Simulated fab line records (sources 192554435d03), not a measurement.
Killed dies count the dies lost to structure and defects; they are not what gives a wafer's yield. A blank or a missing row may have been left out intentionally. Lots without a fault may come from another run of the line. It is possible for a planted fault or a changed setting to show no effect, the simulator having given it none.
Matching of chambers || flow n5 finfet || rie diel-05 running N5_HKMG_FIN_STRIP_57: 4 sister chambers
The step strips in CF4. 20 wafers are shown with their chamber, then 10 later ones without.

WAFERS WITH THEIR CHAMBER
{"wafer": "L085.3", "chamber": 0, "showerhead plenum p Torr (Torr)": 1.89, "throttle valve pct (%)": 13.84, "oes product au (a.u.)": 0.76}
{"wafer": "L085.4", "chamber": 3, "showerhead plenum p Torr (Torr)": 1.71, "throttle valve pct (%)": 13.73, "oes product au (a.u.)": 0.70}
{"wafer": "L085.5", "chamber": 1, "showerhead plenum p Torr (Torr)": 1.77, "throttle valve pct (%)": 13.37, "oes product au (a.u.)": 0.90}
{"wafer": "L090.1", "chamber": 1, "showerhead plenum p Torr (Torr)": 1.76, "throttle valve pct (%)": 13.41, "oes product au (a.u.)": 0.88}
{"wafer": "L090.4", "chamber": 3, "showerhead plenum p Torr (Torr)": 1.71, "throttle valve pct (%)": 13.77, "oes product au (a.u.)": 0.69}
{"wafer": "L090.5", "chamber": 1, "showerhead plenum p Torr (Torr)": 1.77, "throttle valve pct (%)": 13.41, "oes product au (a.u.)": 0.88}
{"wafer": "L091.3", "chamber": 3, "showerhead plenum p Torr (Torr)": 1.71, "throttle valve pct (%)": 13.76, "oes product au (a.u.)": 0.70}
{"wafer": "L091.4", "chamber": 1, "showerhead plenum p Torr (Torr)": 1.76, "throttle valve pct (%)": 13.41, "oes product au (a.u.)": 0.89}
{"wafer": "L091.5", "chamber": 2, "showerhead plenum p Torr (Torr)": 1.88, "throttle valve pct (%)": 13.31, "oes product au (a.u.)": 0.88}
{"wafer": "L093.1", "chamber": 1, "showerhead plenum p Torr (Torr)": 1.76, "throttle valve pct (%)": 13.41, "oes product au (a.u.)": 0.87}
{"wafer": "L093.2", "chamber": 0, "showerhead plenum p Torr (Torr)": 1.88, "throttle valve pct (%)": 13.88, "oes product au (a.u.)": 0.74}
{"wafer": "L093.3", "chamber": 3, "showerhead plenum p Torr (Torr)": 1.71, "throttle valve pct (%)": 13.77, "oes product au (a.u.)": 0.68}
{"wafer": "L093.4", "chamber": 2, "showerhead plenum p Torr (Torr)": 1.88, "throttle valve pct (%)": 13.31, "oes product au (a.u.)": 0.86}
{"wafer": "L093.5", "chamber": 0, "showerhead plenum p Torr (Torr)": 1.88, "throttle valve pct (%)": 13.88, "oes product au (a.u.)": 0.75}
{"wafer": "L093.6", "chamber": 3, "showerhead plenum p Torr (Torr)": 1.71, "throttle valve pct (%)": 13.78, "oes product au (a.u.)": 0.69}
{"wafer": "L094.1", "chamber": 1, "showerhead plenum p Torr (Torr)": 1.76, "throttle valve pct (%)": 13.43, "oes product au (a.u.)": 0.87}
{"wafer": "L094.2", "chamber": 3, "showerhead plenum p Torr (Torr)": 1.71, "throttle valve pct (%)": 13.78, "oes product au (a.u.)": 0.68}
{"wafer": "L094.3", "chamber": 0, "showerhead plenum p Torr (Torr)": 1.88, "throttle valve pct (%)": 13.88, "oes product au (a.u.)": 0.74}
{"wafer": "L094.4", "chamber": 2, "showerhead plenum p Torr (Torr)": 1.88, "throttle valve pct (%)": 13.30, "oes product au (a.u.)": 0.86}
{"wafer": "L094.5", "chamber": 3, "showerhead plenum p Torr (Torr)": 1.71, "throttle valve pct (%)": 13.78, "oes product au (a.u.)": 0.69}

SIGNATURES (means of the wafers above)
{"reading": "showerhead plenum p Torr", "chamber 0": 1.8825, "chamber 1": 1.7633, "chamber 2": 1.8800, "chamber 3": 1.7100, "scatter within a chamber": 0.00361}
{"reading": "throttle valve pct", "chamber 0": 13.8700, "chamber 1": 13.4067, "chamber 2": 13.3067, "chamber 3": 13.7671, "scatter within a chamber": 0.0179}
{"reading": "oes product au", "chamber 0": 0.7475, "chamber 1": 0.8817, "chamber 2": 0.8667, "chamber 3": 0.6900, "scatter within a chamber": 0.0101}
Rule: for a wafer and a chamber, the distance is found by dividing, reading by reading, the gap between the wafer's reading and the chamber's mean by the reading's scatter, squaring, summing and taking the root. The wafer belongs to the nearest chamber; if the next one is less than 2 further off, it can't be placed. The scatter: the root of (the sum of the squares of (reading less its chamber's mean) over the shown wafers, divided by (wafers less chambers)).

WAFERS MISSING THEIR CHAMBER
{"wafer": "L094.6", "showerhead plenum p Torr (Torr)": 1.88, "throttle valve pct (%)": 13.89, "oes product au (a.u.)": 0.74}
{"wafer": "L095.1", "showerhead plenum p Torr (Torr)": 1.88, "throttle valve pct (%)": 13.90, "oes product au (a.u.)": 0.75}
{"wafer": "L095.4", "showerhead plenum p Torr (Torr)": 1.71, "throttle valve pct (%)": 13.78, "oes product au (a.u.)": 0.69}
{"wafer": "L095.6", "showerhead plenum p Torr (Torr)": 1.88, "throttle valve pct (%)": 13.28, "oes product au (a.u.)": 0.86}
{"wafer": "L096.1", "showerhead plenum p Torr (Torr)": 1.76, "throttle valve pct (%)": 13.43, "oes product au (a.u.)": 0.86}
{"wafer": "L096.2", "showerhead plenum p Torr (Torr)": 1.88, "throttle valve pct (%)": 13.32, "oes product au (a.u.)": 0.86}
{"wafer": "L096.3", "showerhead plenum p Torr (Torr)": 1.88, "throttle valve pct (%)": 13.89, "oes product au (a.u.)": 0.74}
{"wafer": "L096.4", "showerhead plenum p Torr (Torr)": 1.71, "throttle valve pct (%)": 13.78, "oes product au (a.u.)": 0.69}
{"wafer": "L096.5", "showerhead plenum p Torr (Torr)": 1.88, "throttle valve pct (%)": 13.33, "oes product au (a.u.)": 0.86}
{"wafer": "L096.6", "showerhead plenum p Torr (Torr)": 1.71, "throttle valve pct (%)": 13.79, "oes product au (a.u.)": 0.68}

CHAMBER TAKEN BY EACH
{"wafer": "L094.6", "from the rows above": 0, "in truth": 0}
{"wafer": "L095.1", "from the rows above": 0, "in truth": 0}
{"wafer": "L095.4", "from the rows above": 3, "in truth": 3}
{"wafer": "L095.6", "from the rows above": 2, "in truth": 2}
{"wafer": "L096.1", "from the rows above": 1, "in truth": 1}
{"wafer": "L096.2", "from the rows above": 2, "in truth": 2}
{"wafer": "L096.3", "from the rows above": 0, "in truth": 0}
{"wafer": "L096.4", "from the rows above": 3, "in truth": 3}
{"wafer": "L096.5", "from the rows above": 2, "in truth": 2}
{"wafer": "L096.6", "from the rows above": 3, "in truth": 3}
Correctly placed: 10 of 10. Not placeable from these rows: 0. 0 placed wrongly.
